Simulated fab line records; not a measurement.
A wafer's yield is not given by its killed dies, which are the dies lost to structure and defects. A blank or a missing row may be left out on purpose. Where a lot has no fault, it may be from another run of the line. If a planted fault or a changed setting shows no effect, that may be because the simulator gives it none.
fab line records	flow nandHarc
record lots=24	wafers=72	lastDay=33
route steps=1302 shown P_START@1 P_STI@89 P_GATE@132 P_CONTACT@235
lots untouched by any fault: they come from a run of this same line in which no faults occurred
startH: start of the lot's first displayed wafer, in hours after the record's first day	waitH: hours elapsed since this lot's preceding step	" identical to the entry in the row above	L1.1+2: several wafers, shown together as one row	- value missing, or start not given	* or withheld: withheld	< > ~ a bound
route shown NAME@n: NAME is a module with steps in the file, n the number in the route of the first one	usual: mean/standard deviation taken from wafers without a fault	same: alike in all rows	chamber/n: place in a boat	sites: the reading at each site	_std_site: their standard deviation	_edge_site: outer sites' mean less inner sites'	radiusMm: how far each site lies from the wafer's centre	mask NAME#n: copy n	behind: the most recent tool/chamber to have shaped the wafer	hold: cause of the lot's hold/its duration in hours/its outcome	device: the n, p or np transistor that did not switch	end of line: the same wafers' tests at the end of the route	where a step has no rows: the recipe by itself	killed: dies that structure and defects cost at the first sort, which is not the same as the wafer's yield	map: a wafer's dies, marking killed ones x, the rest . and places with no die _
set.NAME: the setting as run; set.NAME@STEP: as run at that earlier step	model.NAME: the simulator's own value behind a step, which no gauge read
a sample of lots followed through the steps of the route, with each step as a table and each wafer as a row
services: the hour from which a tool's chamber was out of use, counted from the record's first day as startH (under 0 if before that day), plus the number of hours and why
## steps
# step NHARC_P_START_INSPECT_01
# usual rawDefectCount=3.4/1.9
lot.wafer	tool	chamber	startH	waitH	rawDefectCount
L074.1	defectInspect-01	-	20.04	-	3
L074.3	"	-	"	"	1
L074.4	"	-	"	"	0
L075.1	defectInspect-01	-	30.04	-	3
L075.2	"	-	"	"	4
L075.3	"	-	"	"	2
L076.2	defectInspect-02	-	40.05	-	6
L076.5	"	-	"	"	1
L076.6	"	-	"	"	2
L077.2	defectInspect-01	-	50.04	-	1
L077.3	"	-	"	"	1
L077.5	"	-	"	"	7
L078.3	defectInspect-01	-	60.04	-	0
L078.4	"	-	"	"	4
L078.6	"	-	"	"	7
L079.2	defectInspect-01	-	70.04	-	4
L079.3	"	-	"	"	5
L079.5	"	-	"	"	4
L080.1	defectInspect-02	-	80.04	-	3
L080.3	"	-	"	"	1
L080.6	"	-	"	"	2
L081.1	defectInspect-01	-	90.04	-	3
L081.2	"	-	"	"	1
L081.5	"	-	"	"	3
L082.1	defectInspect-01	-	100.04	-	5
L082.2	"	-	"	"	4
L082.6	"	-	"	"	1
L083.1	defectInspect-02	-	110.04	-	3
L083.3	"	-	"	"	3
L083.5	"	-	"	"	6
L084.4	defectInspect-01	-	120.04	-	3
L084.5	"	-	"	"	5
L084.6	"	-	"	"	3
L085.1	defectInspect-02	-	130.04	-	1
L085.4	"	-	"	"	3
L085.6	"	-	"	"	4
L086.1	defectInspect-02	-	140.03	-	6
L086.3	"	-	"	"	5
L086.6	"	-	"	"	4
L087.2	defectInspect-02	-	150.04	-	4
L087.4	"	-	"	"	2
L087.5	"	-	"	"	6
L088.3	defectInspect-02	-	160.04	-	3
L088.4	"	-	"	"	0
L088.5	"	-	"	"	3
L089.1	defectInspect-01	-	170.04	-	4
L089.3	"	-	"	"	2
L089.5	"	-	"	"	3
L090.1	defectInspect-02	-	180.04	-	4
L090.4	"	-	"	"	4
L090.5	"	-	"	"	5
L091.2	defectInspect-01	-	190.04	-	3
L091.4	"	-	"	"	4
L091.5	"	-	"	"	4
L092.1	defectInspect-01	-	200.04	-	2
L092.4	"	-	"	"	1
L092.5	"	-	"	"	4
L093.1	defectInspect-01	-	210.04	-	7
L093.4	"	-	"	"	5
L093.5	"	-	"	"	2
L094.1	defectInspect-02	-	220.03	-	4
L094.2	"	-	"	"	4
L094.4	"	-	"	"	5
L095.2	defectInspect-01	-	230.04	-	3
L095.3	"	-	"	"	3
L095.6	"	-	"	"	6
L096.1	defectInspect-01	-	240.04	-	4
L096.5	"	-	"	"	3
L096.6	"	-	"	"	3
L097.3	defectInspect-01	-	250.04	-	4
L097.4	"	-	"	"	3
L097.6	"	-	"	"	4
# step NHARC_P_STI_ETCH_31
# recipe targetDepthA=1089	timeS=54.5	cf4FlowSccm=100	chf3FlowSccm=30	arFlowSccm=0	rfW=500	biasW=200	chemistry=CF4/CHF3
# usual chf3FlowSccm=30.00/0.096	drypumpMotorCurrentA=5.7/0.37	oesProductAu=0.965/0.015	rfVppV=371.1/2.3	showerheadPlenumPTorr=1.59/0.064	throttleValvePct=16.802/0.0091
lot.wafer	tool	chamber	startH	waitH	chf3FlowSccm	drypumpMotorCurrentA	oesProductAu	rfHoursCounterH	rfVppV	showerheadPlenumPTorr	throttleValvePct
L074.1	rieDiel-13	2	-	-	30.03	5.1	0.973	2	371.6	1.61	16.807
L074.3	"	3	"	"	29.96	5.9	0.974	3	369.0	1.55	16.807
L074.4	"	0	"	"	29.94	6.0	0.957	3	368.4	1.48	16.796
L075.1	rieDiel-12	1	-	-	30.03	5.4	0.952	7	374.0	1.68	16.802
L075.3	"	2	"	"	30.10	5.3	0.959	7	365.8	1.48	16.809
L075.2	"	3	"	"	29.96	5.8	0.955	5	373.9	1.67	16.804
L076.2	rieDiel-01	1	-	-	30.08	5.6	0.955	2	371.7	1.60	16.819
L076.5	"	0	"	"	30.08	5.2	0.945	-	374.0	1.65	16.803
L076.6	"	1	"	"	29.96	5.6	0.971	-	370.7	1.60	16.792
L077.3	rieDiel-01	0	-	-	30.10	5.2	0.984	3	372.4	1.65	16.807
L077.2	"	1	"	"	30.09	5.6	0.965	3	370.8	1.60	16.791
L077.5	"	0	"	"	30.00	5.2	0.983	-	371.9	1.65	16.805
L078.3	rieDiel-13	0	-	-	29.97	6.0	0.973	4	367.7	1.48	16.808
L078.6	"	2	"	"	29.91	5.1	0.964	-	372.7	1.61	16.808
L078.4	"	3	"	"	29.72	5.9	0.957	-	369.3	1.55	16.807
L079.3	rieDiel-01	0	-	-	29.88	5.3	0.971	5	372.7	1.65	16.796
L079.2	"	1	"	"	29.92	5.6	0.992	4	370.3	1.60	16.820
L079.5	"	3	"	"	30.01	5.6	0.969	-	374.0	1.64	16.812
L080.1	rieDiel-01	3	-	-	30.04	5.6	0.967	7	371.4	1.64	16.802
L080.3	"	1	"	"	30.10	5.6	0.976	6	371.5	1.60	16.812
L080.6	"	3	"	"	30.13	5.6	0.981	-	374.5	1.64	16.809
L081.1	rieDiel-01	2	-	-	30.16	6.4	0.978	7	372.3	1.61	16.791
L081.2	"	0	"	"	30.13	5.3	0.949	7	373.4	1.65	16.790
L081.5	"	2	"	"	30.11	6.4	0.989	-	372.1	1.61	16.804
L082.2	rieDiel-13	0	-	-	30.02	6.0	0.949	7	366.5	1.48	16.804
L082.1	"	2	"	"	30.10	5.1	0.954	6	372.2	1.61	16.820
L082.6	"	1	"	"	30.19	6.0	0.943	-	371.6	1.62	16.806
L083.3	rieDiel-12	2	-	-	30.11	5.3	0.978	1	366.8	1.48	16.811
L083.1	"	0	"	"	30.02	5.8	0.987	1	369.1	1.51	16.802
L083.5	"	3	"	"	29.94	5.7	0.970	-	373.1	1.66	16.808
L084.4	rieDiel-12	3	-	-	30.14	5.7	0.954	2	373.5	1.66	16.785
L084.5	"	0	"	"	29.99	5.8	0.974	-	369.2	1.51	16.781
L084.6	"	1	"	"	29.97	5.4	0.982	-	372.9	1.68	16.795
L085.1	rieDiel-01	3	-	-	29.93	5.6	0.972	10	370.4	1.63	16.813
L085.4	"	1	"	"	30.06	5.6	0.977	10	373.1	1.59	16.814
L085.6	"	3	"	"	29.81	5.6	0.972	-	371.5	1.63	16.808
L086.1	rieDiel-13	2	-	-	29.97	5.1	0.966	8	371.4	1.61	16.800
L086.3	"	3	"	"	30.15	5.9	0.947	8	370.6	1.55	16.808
L086.6	"	1	"	"	29.93	6.0	0.974	-	372.1	1.61	16.779
L087.4	rieDiel-13	0	-	-	30.11	6.0	0.957	0	365.6	1.48	16.804
L087.2	"	2	"	"	30.02	5.1	0.952	0	372.5	1.61	16.794
L087.5	"	3	"	"	29.91	5.9	0.954	-	369.4	1.55	16.797
L088.3	rieDiel-12	1	-	-	29.94	5.3	0.964	3	375.0	1.68	16.790
L088.4	"	3	"	"	29.80	5.7	0.963	4	374.4	1.66	16.801
L088.5	"	1	"	"	29.96	5.3	0.959	-	375.3	1.68	16.787
L089.1	rieDiel-01	3	-	-	29.99	5.6	0.980	14	372.7	1.63	16.802
L089.3	"	2	"	"	30.04	6.3	0.960	13	372.8	1.61	16.823
L089.5	"	3	"	"	30.04	5.6	0.977	-	372.1	1.63	16.780
L090.1	rieDiel-13	2	-	-	29.92	5.1	0.947	2	371.9	1.61	16.805
L090.4	"	0	"	"	30.03	6.0	0.940	-	366.6	1.48	16.801
L090.5	"	2	"	"	30.01	5.1	0.948	-	372.7	1.61	16.806
L091.4	rieDiel-01	1	-	-	29.68	5.6	0.973	0	372.0	1.59	16.815
L091.2	"	2	"	"	29.97	6.4	0.994	0	372.2	1.61	16.793
L091.5	"	0	"	"	30.03	5.2	0.951	-	371.7	1.65	16.787
L092.1	rieDiel-01	3	-	-	29.99	5.6	0.948	0	372.3	1.63	16.785
L092.5	"	1	"	"	29.93	5.6	0.950	-	372.2	1.59	16.805
L092.4	"	2	"	"	30.07	6.4	0.962	-	372.5	1.61	16.819
L093.1	rieDiel-13	3	-	-	29.87	5.9	0.966	4	369.8	1.55	16.798
L093.4	"	2	"	"	30.07	5.1	0.969	4	370.9	1.61	16.808
L093.5	"	3	"	"	29.99	5.9	0.963	-	369.8	1.55	16.799
L094.2	rieDiel-12	0	-	-	29.88	5.9	0.988	5	368.2	1.51	16.794
L094.4	"	1	"	"	29.84	5.4	0.964	6	372.3	1.68	16.809
L094.1	"	2	"	"	30.03	5.3	0.976	6	367.3	1.48	16.795
L095.2	rieDiel-13	0	-	-	30.02	6.0	0.945	5	367.4	1.48	16.789
L095.3	"	1	"	"	29.93	6.1	0.949	5	371.6	1.61	16.815
L095.6	"	0	"	"	30.01	6.0	0.947	-	367.4	1.48	16.800
L096.1	rieDiel-12	2	-	-	29.96	5.3	0.954	8	366.6	1.48	16.812
L096.5	"	3	"	"	30.19	5.7	0.949	-	373.5	1.66	16.793
L096.6	"	0	"	"	29.93	5.9	0.980	-	370.0	1.51	16.808
L097.4	rieDiel-13	3	-	-	29.95	5.9	0.947	8	368.7	1.55	16.796
L097.3	"	2	"	"	29.99	5.1	0.960	8	371.4	1.61	16.798
L097.6	"	3	"	"	29.88	5.9	0.940	-	368.7	1.55	16.807
# step NHARC_P_STI_OCD_MEAS_43
# usual trenchDepthNm=301/4	trenchFootCdNm=157.7/2.7
lot.wafer	tool	chamber	startH	waitH	trenchDepthNm	trenchFootCdNm
L074.1	ocd-01	-	46.24	-	308	154.1
L074.3	"	-	"	"	296	160.8
L074.4	"	-	"	"	293	159.3
L075.1	ocd-01	-	54.93	-	295	157.8
L075.2	"	-	"	"	298	160.2
L075.3	"	-	"	"	297	162.7
L076.2	ocd-02	-	66.61	-	305	155.1
L076.5	"	-	"	"	302	161.0
L076.6	"	-	"	"	300	155.9
L077.2	ocd-02	-	76.80	-	299	153.8
L077.3	"	-	"	"	304	155.4
L077.5	"	-	"	"	297	153.4
L078.3	ocd-02	-	85.94	-	304	154.7
L078.4	"	-	"	"	300	160.2
L078.6	"	-	"	"	296	157.6
L079.2	ocd-02	-	94.13	-	308	153.1
L079.3	"	-	"	"	304	159.7
L079.5	"	-	"	"	303	158.7
L080.1	ocd-01	-	108.00	-	298	155.0
L080.3	"	-	"	"	299	159.2
L080.6	"	-	"	"	300	153.7
L081.1	ocd-02	-	115.73	-	308	158.7
L081.2	"	-	"	"	301	159.1
L081.5	"	-	"	"	305	160.8
L082.1	ocd-02	-	125.96	-	299	158.2
L082.2	"	-	"	"	307	155.6
L082.6	"	-	"	"	297	155.9
L083.1	ocd-01	-	134.25	-	300	156.5
L083.3	"	-	"	"	296	164.5
L083.5	"	-	"	"	297	156.7
L084.4	ocd-01	-	146.56	-	296	162.1
L084.5	"	-	"	"	298	159.7
L084.6	"	-	"	"	310	154.1
L085.1	ocd-01	-	154.92	-	307	159.2
L085.4	"	-	"	"	304	158.4
L085.6	"	-	"	"	296	157.8
L086.1	ocd-02	-	165.45	-	303	156.9
L086.3	"	-	"	"	298	159.8
L086.6	"	-	"	"	296	162.7
L087.2	ocd-01	-	177.11	-	304	157.8
L087.4	"	-	"	"	296	154.1
L087.5	"	-	"	"	297	158.3
L088.3	ocd-02	-	183.39	-	310	156.9
L088.4	"	-	"	"	299	156.8
L088.5	"	-	"	"	304	159.0
L089.1	ocd-01	-	194.25	-	308	157.3
L089.3	"	-	"	"	300	159.7
L089.5	"	-	"	"	304	159.8
L090.1	ocd-02	-	203.39	-	303	161.9
L090.4	"	-	"	"	298	160.4
L090.5	"	-	"	"	294	159.4
L091.2	ocd-01	-	215.64	-	307	156.3
L091.4	"	-	"	"	305	156.0
L091.5	"	-	"	"	306	161.5
L092.1	ocd-02	-	223.77	-	299	154.5
L092.4	"	-	"	"	296	159.3
L092.5	"	-	"	"	303	155.6
L093.1	ocd-01	-	234.11	-	303	159.0
L093.4	"	-	"	"	304	152.7
L093.5	"	-	"	"	303	157.9
L094.1	ocd-02	-	246.94	-	302	158.8
L094.2	"	-	"	"	306	160.0
L094.4	"	-	"	"	301	156.8
L095.2	ocd-01	-	257.09	-	298	151.4
L095.3	"	-	"	"	308	155.1
L095.6	"	-	"	"	304	155.1
L096.1	ocd-02	-	269.12	-	302	153.8
L096.5	"	-	"	"	302	153.8
L096.6	"	-	"	"	297	157.3
L097.3	ocd-01	-	275.52	-	300	160.6
L097.4	"	-	"	"	303	160.7
L097.6	"	-	"	"	303	156.9
# step NHARC_P_GATE_DEP_103
# recipe targetThkA=300	targetThkNm=30	tempC=400	flowSccm=200	rfW=350	material=SiON
# usual heaterPowerW=759/80
lot.wafer	tool	chamber	startH	waitH	heaterPowerW
L074.1	pecvd-04	1	102.19	0.6	729
L074.3	"	2	"	"	788
L074.4	"	0	"	"	806
L075.3	pecvd-02	0	102.51	0.3	784
L075.2	"	1	"	"	707
L075.1	"	2	"	"	694
L076.2	pecvd-04	2	114.15	0.5	770
L076.5	"	2	"	"	770
L076.6	"	0	"	"	777
L077.2	pecvd-04	1	129.23	0.5	723
L077.3	"	0	"	"	754
L077.5	"	2	"	"	807
L078.3	pecvd-04	0	140.15	0.4	802
L078.6	"	1	"	"	717
L078.4	"	2	"	"	755
L079.3	pecvd-03	1	144.91	0.3	676
L079.2	"	2	"	"	557
L079.5	"	2	"	"	570
L080.1	pecvd-04	0	157.71	0.6	800
L080.3	"	1	"	"	635
L080.6	"	1	"	"	599
L081.1	pecvd-04	1	165.19	0.6	691
L081.2	"	2	"	"	788
L081.5	"	2	"	"	792
L082.2	pecvd-02	2	176.92	0.4	824
L082.1	"	1	"	"	801
L082.6	"	0	"	"	874
L083.3	pecvd-04	0	181.02	0.3	790
L083.1	"	2	"	"	852
L083.5	"	0	"	"	771
L084.5	pecvd-03	1	200.79	0.2	741
L084.4	"	2	"	"	572
L084.6	"	0	"	"	873
L085.1	pecvd-02	2	207.05	0.6	692
L085.4	"	2	"	"	672
L085.6	"	0	"	"	878
L086.3	pecvd-02	1	215.04	0.3	760
L086.1	"	2	"	"	778
L086.6	"	0	"	"	939
L087.2	pecvd-04	2	229.06	0.5	776
L087.5	"	2	"	"	761
L087.4	"	0	"	"	795
L089.1	pecvd-04	1	240.68	0.6	640
L089.3	"	0	"	"	755
L089.5	"	2	"	"	799
L088.3	pecvd-02	1	240.90	0.4	780
L088.5	"	0	"	"	935
L088.4	"	2	"	"	784
L090.1	pecvd-03	0	252.43	0.6	811
L090.5	"	2	"	"	583
L090.4	"	0	"	"	798
L091.2	pecvd-02	1	270.96	0.5	656
L091.5	"	0	"	"	934
L091.4	"	1	"	"	673
L092.1	pecvd-02	1	275.67	0.6	785
L092.5	"	0	"	"	828
L092.4	"	2	"	"	840
L093.1	pecvd-04	1	289.14	0.6	724
L093.4	"	0	"	"	744
L093.5	"	1	"	"	715
L095.3	pecvd-04	1	305.11	0.3	731
L095.2	"	0	"	"	720
L095.6	"	1	"	"	722
L094.2	pecvd-04	1	305.75	0.4	720
L094.1	"	0	"	"	704
L094.4	"	1	"	"	737
L096.1	pecvd-02	2	323.04	0.6	802
L096.6	"	1	"	"	720
L096.5	"	2	"	"	797
L097.3	pecvd-04	1	323.85	0.5	637
L097.4	"	0	"	"	725
L097.6	"	1	"	"	631
# step NHARC_P_GATE_ETCH_32
# recipe targetDepthA=1500	overEtchFrac=1	overEtchIonEnergyEv=40	timeS=100.1	hbrFlowSccm=150	cl2FlowSccm=50	rfW=400	icpW=400	biasW=100	chemistry=HBr/Cl2
# usual drypumpMotorCurrentA=5.6/0.45	oesProductAu=1.001/0.0091	throttleValvePct=26.406/0.0092
lot.wafer	tool	chamber	startH	waitH	drypumpMotorCurrentA	oesProductAu	rfHoursCounterH	throttleValvePct
L075.1	rieSi-06	3	103.83	-	4.9	1.016	0.1	26.406
L075.3	"	1	"	"	5.2	1.006	0.1	26.407
L075.2	"	2	"	"	5.2	1.012	0.1	26.414
L074.1	rieSi-05	0	104.04	-	5.9	0.990	1.0	26.417
L074.4	"	1	"	"	5.5	1.000	1.0	26.403
L074.3	"	2	"	"	6.0	1.000	0.8	26.404
L076.2	rieSi-05	1	115.34	-	5.5	1.004	1.1	26.409
L076.6	"	0	"	"	5.8	1.000	-	26.399
L076.5	"	1	"	"	5.4	0.992	-	26.411
L077.2	rieSi-06	0	130.56	-	6.1	1.001	0.2	26.401
L077.3	"	2	"	"	5.3	1.010	0.3	26.389
L077.5	"	1	"	"	5.2	1.007	-	26.418
L078.4	rieSi-02	1	141.35	-	5.7	0.985	0.2	26.411
L078.3	"	2	"	"	5.5	1.026	0.2	26.425
L078.6	"	3	"	"	4.9	1.002	-	26.389
L079.3	rieSi-05	0	146.28	-	5.8	1.011	0.1	26.398
L079.2	"	1	"	"	5.4	0.996	0.1	26.426
L079.5	"	0	"	"	5.9	1.012	-	26.409
L080.1	rieSi-05	2	159.04	-	6.1	1.003	0.1	26.408
L080.3	"	3	"	"	6.5	1.003	0.2	26.400
L080.6	"	1	"	"	5.4	0.997	-	26.388
L081.1	rieSi-02	0	166.52	-	5.4	1.005	0.4	26.404
L081.2	"	3	"	"	4.9	1.005	0.3	26.412
L081.5	"	1	"	"	5.8	0.986	-	26.419
L082.2	rieSi-06	1	178.16	-	5.3	0.997	0.7	26.408
L082.1	"	2	"	"	5.3	1.002	0.6	26.402
L082.6	"	1	"	"	5.3	1.001	-	26.400
L083.3	rieSi-06	0	182.25	-	6.1	1.005	0.6	26.408
L083.1	"	2	"	"	5.3	1.002	0.7	26.400
L083.5	"	2	"	"	5.2	1.005	-	26.407
L084.4	rieSi-05	0	202.08	-	5.9	1.000	0.4	26.394
L084.5	"	1	"	"	5.4	0.999	-	26.398
L084.6	"	2	"	"	6.1	1.004	-	26.399
L085.1	rieSi-02	0	208.23	-	5.3	0.997	0.6	26.397
L085.4	"	1	"	"	5.7	0.984	0.6	26.415
L085.6	"	0	"	"	5.3	0.992	-	26.393
L086.1	rieSi-02	3	216.24	-	4.9	1.006	0.6	26.405
L086.3	"	0	"	"	5.4	0.994	0.7	26.405
L086.6	"	0	"	"	5.3	0.999	-	26.412
L087.4	rieSi-02	3	230.35	-	4.9	1.010	0.7	26.390
L087.2	"	2	"	"	5.5	1.012	0.6	26.393
L087.5	"	0	"	"	5.3	1.004	-	26.415
L089.1	rieSi-06	1	242.07	-	5.3	0.998	1.1	26.407
L089.3	"	0	"	"	6.1	0.992	1.0	26.396
L089.5	"	0	"	"	6.1	1.005	-	26.403
L088.4	rieSi-05	1	242.28	-	5.4	0.993	0.7	26.414
L088.3	"	2	"	"	6.1	1.020	0.5	26.411
L088.5	"	1	"	"	5.4	0.996	-	26.410
L090.1	rieSi-05	0	253.80	-	5.9	1.010	0.8	26.395
L090.4	"	1	"	"	5.4	0.993	-	26.408
L090.5	"	3	"	"	6.5	1.005	-	26.411
L091.2	rieSi-06	0	272.28	-	6.1	1.000	0.1	26.402
L091.4	"	2	"	"	5.3	1.010	-	26.393
L091.5	"	1	"	"	5.2	1.004	-	26.409
L092.4	rieSi-05	0	276.84	-	5.9	0.998	1.0	26.405
L092.1	"	1	"	"	5.4	0.993	1.0	26.420
L092.5	"	0	"	"	5.9	0.995	-	26.400
L093.1	rieSi-06	3	290.45	-	4.9	0.979	0.0	26.397
L093.4	"	0	"	"	6.1	0.992	0.2	26.412
L093.5	"	3	"	"	4.9	0.985	-	26.419
L095.2	rieSi-02	1	306.44	-	5.7	0.997	0.1	26.409
L095.3	"	3	"	"	4.9	1.002	0.1	26.411
L095.6	"	2	"	"	5.6	1.014	-	26.393
L094.2	rieSi-06	3	306.96	-	4.9	0.992	0.2	26.392
L094.1	"	0	"	"	6.0	0.993	0.4	26.417
L094.4	"	1	"	"	5.3	1.012	0.3	26.421
L096.1	rieSi-06	2	324.38	-	5.3	1.011	0.5	26.403
L096.5	"	3	"	"	4.9	0.989	-	26.391
L096.6	"	0	"	"	6.0	0.994	-	26.425
L097.3	rieSi-02	0	325.12	-	5.3	1.006	0.2	26.400
L097.4	"	1	"	"	5.7	1.007	0.2	26.402
L097.6	"	1	"	"	5.7	1.003	-	26.409
# step NHARC_P_CONTACT_DESCUM_17
# recipe timeS=3	o2FlowSccm=200	arFlowSccm=0	biasPowerW=0	chemistry=O2
# usual drypumpMotorCurrentA=5.7/0.37	oesProductAu=0.997/0.0096	rfVppV=58.0/0.99	showerheadPlenumPTorr=1.94/0.1	throttleValvePct=11.310/0.0086
lot.wafer	tool	chamber	startH	waitH	drypumpMotorCurrentA	oesProductAu	rfHoursCounterH	rfVppV	showerheadPlenumPTorr	throttleValvePct
L075.3	rieDiel-08	2	123.41	0.1	6.1	1.001	2.1	58.4	2.07	11.283
L075.2	"	3	"	"	5.9	0.985	1.8	57.1	2.04	11.297
L075.1	"	1	"	"	5.5	0.999	2.3	56.5	1.81	11.303
L074.3	rieDiel-02	0	123.78	0.1	5.8	0.998	1.1	58.1	1.79	11.306
L074.1	"	1	"	"	6.2	1.001	0.9	58.1	2.04	11.316
L074.4	"	2	"	"	5.2	1.006	0.9	58.3	1.98	11.310
L076.2	rieDiel-11	2	134.71	0.1	6.7	0.996	2.9	57.3	2.02	11.306
L076.6	"	0	"	"	5.1	1.008	-	59.8	1.86	11.314
L076.5	"	1	"	"	5.6	1.008	-	58.0	1.88	11.298
L077.2	rieDiel-08	2	150.67	0.1	6.1	1.001	2.8	57.8	2.07	11.315
L077.3	"	0	"	"	5.3	1.009	3.2	57.0	1.88	11.306
L077.5	"	2	"	"	6.1	1.007	-	58.4	2.07	11.300
L078.3	rieDiel-08	2	161.31	0.1	6.1	0.994	3.2	59.1	2.07	11.287
L078.4	"	1	"	"	5.6	1.006	3.6	56.6	1.81	11.313
L078.6	"	3	"	"	5.9	0.981	-	59.0	2.04	11.304
L079.3	rieDiel-08	3	165.65	0.1	5.9	0.986	3.6	57.3	2.04	11.322
L079.2	"	1	"	"	5.5	1.008	4.0	58.5	1.81	11.302
L079.5	"	0	"	"	5.3	0.996	-	57.7	1.88	11.318
L080.3	rieDiel-02	1	180.01	0.1	6.2	1.008	2.3	58.1	2.04	11.315
L080.1	"	2	"	"	5.2	0.997	2.4	59.0	1.98	11.323
L080.6	"	2	"	"	5.2	0.997	-	58.7	1.98	11.309
L081.1	rieDiel-08	3	186.16	0.1	5.9	0.979	4.1	59.0	2.04	11.318
L081.2	"	1	"	"	5.5	1.009	4.5	57.8	1.81	11.328
L081.5	"	0	"	"	5.3	0.996	-	57.2	1.88	11.309
L082.2	rieDiel-02	0	197.94	0.1	5.8	0.997	2.9	56.7	1.79	11.303
L082.1	"	2	"	"	5.2	1.002	3.5	59.8	1.98	11.307
L082.6	"	1	"	"	6.2	1.001	-	58.6	2.04	11.311
L083.1	rieDiel-02	3	202.14	0.1	5.6	0.983	4.0	57.8	1.96	11.293
L083.3	"	2	"	"	5.2	0.997	3.9	58.7	1.98	11.321
L083.5	"	0	"	"	5.8	0.999	-	58.4	1.79	11.305
L084.4	rieDiel-08	2	221.57	0.1	6.1	0.996	0.2	58.5	2.07	11.303
L084.6	"	0	"	"	5.3	0.998	-	57.6	1.88	11.313
L084.5	"	1	"	"	5.5	1.005	-	57.9	1.81	11.325
L085.1	rieDiel-02	1	228.19	0.1	6.2	1.008	0.0	57.5	2.04	11.316
L085.4	"	0	"	"	5.8	0.969	0.0	55.3	1.79	11.310
L085.6	"	1	"	"	6.2	1.004	-	59.1	2.04	11.312
L086.3	rieDiel-08	2	235.82	0.1	6.1	0.999	0.8	58.0	2.07	11.310
L086.1	"	3	"	"	5.9	0.989	0.8	59.5	2.04	11.298
L086.6	"	1	"	"	5.6	1.002	-	56.8	1.81	11.322
L087.4	rieDiel-11	2	249.94	0.1	6.7	0.994	8.0	58.1	2.02	11.312
L087.2	"	3	"	"	5.1	0.993	8.1	55.1	1.80	11.309
L087.5	"	1	"	"	5.7	0.983	-	58.9	1.87	11.307
L088.4	rieDiel-02	1	262.37	0.1	6.2	0.998	0.9	57.1	2.04	11.328
L088.3	"	0	"	"	5.8	0.977	0.8	56.8	1.79	11.324
L088.5	"	2	"	"	5.1	1.008	-	58.6	1.98	11.320
L089.1	rieDiel-08	3	264.99	0.1	5.9	0.989	1.6	58.0	2.04	11.299
L089.3	"	1	"	"	5.5	1.004	1.7	56.6	1.81	11.310
L089.5	"	2	"	"	6.0	0.986	-	59.2	2.07	11.316
L090.4	rieDiel-02	2	273.16	0.1	5.1	1.000	1.5	57.7	1.98	11.307
L090.1	"	0	"	"	5.8	0.983	1.2	55.6	1.79	11.314
L090.5	"	3	"	"	5.6	0.985	-	60.0	1.96	11.306
L091.2	rieDiel-08	3	292.23	0.1	5.9	0.986	2.6	59.3	2.04	11.318
L091.4	"	0	"	"	5.3	0.994	2.7	57.4	1.88	11.305
L091.5	"	0	"	"	5.3	0.991	-	58.6	1.88	11.297
L092.4	rieDiel-08	0	298.45	0.1	5.3	1.003	3.1	57.6	1.88	11.308
L092.1	"	2	"	"	6.1	1.002	2.8	58.4	2.07	11.310
L092.5	"	3	"	"	5.8	0.988	-	57.7	2.04	11.329
L093.1	rieDiel-08	3	310.36	0.1	5.9	0.983	3.4	57.8	2.04	11.316
L093.5	"	3	"	"	5.9	0.981	-	59.0	2.04	11.307
L093.4	"	1	"	"	5.5	0.993	-	57.9	1.81	11.312
L095.3	rieDiel-02	2	326.03	0.1	5.2	1.004	2.7	58.7	1.98	11.313
L095.2	"	3	"	"	5.6	0.994	2.6	58.0	1.96	11.311
L095.6	"	1	"	"	6.2	1.024	-	58.6	2.04	11.331
L094.1	rieDiel-08	0	326.64	0.1	5.3	1.010	3.6	56.6	1.88	11.313
L094.2	"	1	"	"	5.5	1.005	4.2	57.2	1.81	11.301
L094.4	"	2	"	"	6.1	0.999	4.1	58.7	2.07	11.307
L096.1	rieDiel-08	0	343.84	0.1	5.3	1.011	4.1	58.5	1.88	11.308
L096.5	"	2	"	"	6.1	0.983	-	57.4	2.07	11.309
L096.6	"	0	"	"	5.3	1.001	-	57.5	1.88	11.301
L097.3	rieDiel-08	0	347.12	0.1	5.3	0.999	4.5	59.2	1.88	11.306
L097.4	"	1	"	"	5.5	1.011	-	57.4	1.81	11.310
L097.6	"	2	"	"	6.1	0.992	-	58.0	2.07	11.318
## services
tool	chamber	startH	hours	kind
rieDiel-01	-	26.80	9.0	pm
pecvd-04	0	37.97	4.4	repair
rieDiel-13	1	49.57	8.6	repair
rieDiel-13	-	66.76	0.2	repair
rieSi-06	-	72.07	9.0	pm
rieDiel-13	1	75.46	9.7	repair
pecvd-04	-	88.00	13.0	pm
rieDiel-08	3	91.65	9.7	repair
rieSi-06	0	102.69	12.5	repair
rieDiel-13	2	102.76	3.6	repair
rieDiel-01	0	104.94	4.9	repair
rieDiel-13	0	128.83	5.0	repair
rieDiel-08	-	163.00	2.3	repair
rieDiel-13	-	165.06	9.0	pm
rieSi-06	3	166.60	117.5	repair
rieDiel-13	0	183.28	3.3	repair
rieSi-06	0	184.58	1.5	repair
rieDiel-01	0	185.47	4.3	repair
rieDiel-08	-	190.80	9.0	pm
rieDiel-08	-	244.50	0.8	repair
pecvd-04	-	269.57	13.0	pm
pecvd-04	-	290.80	3.0	repair
rieDiel-08	0	305.83	10.9	repair
rieDiel-08	3	342.54	6.7	repair
## key
fault none
